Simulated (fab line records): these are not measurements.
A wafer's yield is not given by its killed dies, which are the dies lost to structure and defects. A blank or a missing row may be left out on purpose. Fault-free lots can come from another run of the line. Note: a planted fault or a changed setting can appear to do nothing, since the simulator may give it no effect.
The tool behind it: which one? -- flow nand_harc -- Sampling: 12 lots, 36 wafers, 7 of 1159 route steps

## WHAT THE GAUGES SHOWED, per wafer
NHARC_A_ONON_D1_THK_MEAS_18: measures by ellipsometry.
lot,measured,on,thk_nm (nm)
L160,day 8 14:07,film_metro-02,988 986 986
L158,day 9 01:29,film_metro-01,999 998 999
L161,day 9 01:31,film_metro-02,980 978 979
L162,day 9 09:54,film_metro-01,984 985 984
L164,day 10 00:49,film_metro-02,971 971 973
L165,day 10 08:28,film_metro-02,1006 1005 1006
L166,day 10 08:28,film_metro-01,1007 1007 1009
L168,day 11 07:40,film_metro-02,1003 1006 1005
L171,day 11 23:14,film_metro-01,1002 1002 1003
L172,day 11 23:14,film_metro-02,1001 1001 1001
L176,day 12 15:58,film_metro-01,1014 1014 1014
L174,day 12 15:59,film_metro-01,997 998 996

NHARC_A_CHANNEL_HOLE_D1_INSPECT_12.
lot,measured,on,raw_defect_count
L160,day 8 22:35,defect_inspect-01,7 9 3
L158,day 9 07:06,defect_inspect-01,4 13 6
L161,day 9 07:19,defect_inspect-02,7 8 7
L162,day 9 15:34,defect_inspect-02,2 3 6
L164,day 10 06:25,defect_inspect-02,4 4 2
L165,day 10 14:09,defect_inspect-01,7 8 6
L166,day 10 15:18,defect_inspect-02,9 6 4
L168,day 11 13:26,defect_inspect-01,5 3 10
L171,day 12 04:59,defect_inspect-01,7 5 8
L172,day 12 05:22,defect_inspect-01,433 446 441
L176,day 12 21:45,defect_inspect-02,409 439 446
L174,day 12 22:29,defect_inspect-01,416 445 461

NHARC_A_CHANNEL_HOLE_D1_INSPECT_40.
lot,measured,on,raw_defect_count
L160,day 9 08:16,defect_inspect-01,42 67 55
L158,day 9 14:08,defect_inspect-02,73 96 68
L161,day 9 14:29,defect_inspect-01,54 43 43
L162,day 9 22:31,defect_inspect-02,62 64 66
L164,day 10 13:21,defect_inspect-01,58 53 55
L165,day 10 21:07,defect_inspect-02,63 69 62
L166,day 10 22:19,defect_inspect-01,59 32 41
L168,day 11 20:35,defect_inspect-02,44 47 64
L171,day 12 12:13,defect_inspect-01,70 68 112
L172,day 12 12:19,defect_inspect-02,472 495 479
L176,day 13 04:50,defect_inspect-02,455 489 514
L174,day 13 05:41,defect_inspect-01,456 487 508

NHARC_END_SORT_01.
lot,measured,on,killed_at_array,killed_at_other,killed_at_periphery,killed_dies,killed_open,killed_short
L160,day 19 19:56,prober-01,25 40 32,1 1 0,1 1 1,27 42 33,1 3 2,0 1 1
L165,day 21 09:47,prober-01,45 31 37,0 1 0,3 1 0,48 33 37,2 2 2,2 2 1
L166,day 21 18:34,prober-02,19 22 21,1 0 0,4 4 5,24 26 26,0 1 6,1 2 2
L168,day 22 12:25,prober-02,16 13 12,0 0 0,3 1 3,19 14 15,5 0 4,2 1 2
L172,day 22 18:40,prober-02,105 115 115,2 1 0,2 4 2,109 120 117,2 3 3,4 3 1
L176,day 24 15:02,prober-02,132 119 86,0 2 0,7 7 9,139 128 95,4 4 3,2 2 3
L174,day 23 21:23,prober-01,62 98 94,0 1 0,0 5 4,62 104 98,4 10 5,2 0 1

## WHICH TOOL RAN EACH LOT (tool, then ch and the chambers of the sampled wafers, then the start)
lot,NHARC_A_CHANNEL_HOLE_D1_DEP_01,NHARC_A_CHANNEL_HOLE_D1_ETCH_34,NHARC_A_CHANNEL_HOLE_D1_ETCH_24
L160,"pecvd-01 ch 0,1,2, day 8 21:44","rie_diel-05 ch 2,3, day 9 04:39 or earlier","har_etch-01 ch 1, day 9 04:39"
L158,"pecvd-01 ch 0,1, day 9 06:25","rie_diel-05 ch 0,2,3, day 9 10:32 or earlier","har_etch-01 ch 0, day 9 10:32"
L161,"pecvd-03 ch 0,1,2, day 9 06:29","rie_diel-03 ch 0,2,3, day 9 11:10 or earlier","har_etch-02 ch 0,1, day 9 11:10"
L162,"pecvd-01 ch 1,2, day 9 14:45","rie_diel-05 ch 1,3, day 9 19:03 or earlier","har_etch-01 ch 0,1, day 9 19:03"
L164,"pecvd-04 ch 1,2, day 10 05:46","rie_diel-05 ch 1,2,3, day 10 09:47 or earlier","har_etch-02 ch 0,1, day 10 09:47"
L165,"pecvd-01 ch 0,1,2, day 10 13:17","rie_diel-05 ch 0,2,3, day 10 17:40 or earlier","har_etch-01 ch 0,1, day 10 17:40"
L166,"pecvd-04 ch 0,1,2, day 10 14:35","rie_diel-03 ch 0,2,3, day 10 18:46 or earlier","har_etch-02 ch 0,1, day 10 18:46"
L168,"pecvd-03 ch 0,2, day 11 12:35","rie_diel-05 ch 0,1,2, day 11 17:16 or earlier","har_etch-02 ch 0,1, day 11 17:16"
L171,"pecvd-04 ch 1,2, day 12 04:03","rie_diel-07 ch 2,3, day 12 08:46 or earlier","har_etch-01 ch 0,1, day 12 08:46"
L172,"pecvd-03 ch 0,1, day 12 04:32","rie_diel-03 ch 0,1,3, day 12 08:44 or earlier","har_etch-02 ch 0,1, day 12 08:44"
L176,"pecvd-03 ch 0,1,2, day 12 20:55","rie_diel-03 ch 0,2,3, day 13 01:07 or earlier","har_etch-01 ch 0,1, day 13 01:07"
L174,"pecvd-03 ch 0,1,2, day 12 21:48","rie_diel-05 ch 0,2,3, day 13 02:21 or earlier","har_etch-02 ch 0,1, day 13 02:21"
- NHARC_A_CHANNEL_HOLE_D1_DEP_01: deposits SiON, target thk 140 nm.
- NHARC_A_CHANNEL_HOLE_D1_ETCH_34: etches the open film in CF4/CHF3, target depth 154 nm, time 77 s.
- NHARC_A_CHANNEL_HOLE_D1_ETCH_24: etches the open film in C4F8/O2/Ar, time 906.2 s, target depth 1500 nm.

## AS READ BY THE TOOLS THEMSELVES (means over the sampled wafers that have a number; for cases with no such wafer, the mark the record gives instead)
NHARC_A_CHANNEL_HOLE_D1_DEP_01.
lot,tool,heater_power_w (W)
L160,pecvd-01,730
L158,pecvd-01,712
L161,pecvd-03,834
L162,pecvd-01,830
L164,pecvd-04,857
L165,pecvd-01,726
L166,pecvd-04,853
L168,pecvd-03,859
L171,pecvd-04,822
L172,pecvd-03,829
L176,pecvd-03,792
L174,pecvd-03,800

NHARC_A_CHANNEL_HOLE_D1_ETCH_34.
lot,tool,drypump_motor_current_A (A),oes_product_au (a.u.),rf_vpp_V (V),showerhead_plenum_p_Torr (Torr),throttle_valve_pct (%)
L160,rie_diel-05,6.3,0.975,369.6,1.57,16.801
L158,rie_diel-05,6.0,0.925,368.8,1.55,16.809
L161,rie_diel-03,6.1,0.950,369.4,1.57,16.803
L162,rie_diel-05,6.3,0.972,371.5,1.60,16.795
L164,rie_diel-05,6.3,0.924,372.0,1.58,16.804
L165,rie_diel-05,6.0,0.957,369.7,1.55,16.799
L166,rie_diel-03,6.1,0.965,370.8,1.57,16.806
L168,rie_diel-05,6.2,0.928,370.3,1.57,16.802
L171,rie_diel-07,5.3,0.955,369.5,1.54,16.804
L172,rie_diel-03,5.5,0.960,372.0,1.61,16.807
L176,rie_diel-03,6.1,0.932,369.7,1.57,16.802
L174,rie_diel-05,6.0,0.963,369.5,1.55,16.800

NHARC_A_CHANNEL_HOLE_D1_ETCH_24.
lot,tool,drypump_motor_current_A (A),showerhead_plenum_p_Torr (Torr),throttle_valve_pct (%)
L160,har_etch-01,5.96,3.72,32.231
L158,har_etch-01,5.70,3.70,32.235
L161,har_etch-02,5.86,3.62,32.238
L162,har_etch-01,5.84,3.71,32.229
L164,har_etch-02,6.10,3.59,32.240
L165,har_etch-01,5.88,3.71,32.238
L166,har_etch-02,6.09,3.59,32.241
L168,har_etch-02,6.08,3.58,32.242
L171,har_etch-01,5.85,3.70,32.234
L172,har_etch-02,6.08,3.58,32.238
L176,har_etch-01,5.77,3.68,32.240
L174,har_etch-02,6.06,3.57,32.239

## THE ANSWER, worked out from the rows above alone
Rule: the usual values come from the lots themselves. Put in order of their means at a reading, lots are off if they are a third of the lots or fewer, leave a main group of 4 or more, and stand apart from it by a gap of 3 or more times the standard deviation of the main group's means; of several such gaps the widest counts. A main group whose means are all the same, to the digits that the tables above print for the reading, isn't used. A lot without any number at a reading at which 4 lots or more have one is off too. Any other lot the step has rows for is counted as sound. Order of review: gauges by route order, followed by the tools' own readings, for which a lot's mean as printed above is used. The first step at which some lot is off is used, and at that step the reading that is off furthest; a lot without a number counts as furthest.
Off: L172, L176, L174, at NHARC_A_CHANNEL_HOLE_D1_INSPECT_12 (raw_defect_count). Main group: mean 6.0, sd 1.4.
A tool fits if, at a process step before that reading, it ran every lot that is off, and no sound lot after the first of them. Gauges at NHARC_A_CHANNEL_HOLE_D1_INSPECT_12: tried the same way as those tools. One fits: pecvd-03 at NHARC_A_CHANNEL_HOLE_D1_DEP_01. Its last sound lot is L168 (day 11 12:35), its first lot that is off L172 (day 12 04:32): a fault that began between those two fits.

## WHAT THE SIMULATOR HAD INSERTED
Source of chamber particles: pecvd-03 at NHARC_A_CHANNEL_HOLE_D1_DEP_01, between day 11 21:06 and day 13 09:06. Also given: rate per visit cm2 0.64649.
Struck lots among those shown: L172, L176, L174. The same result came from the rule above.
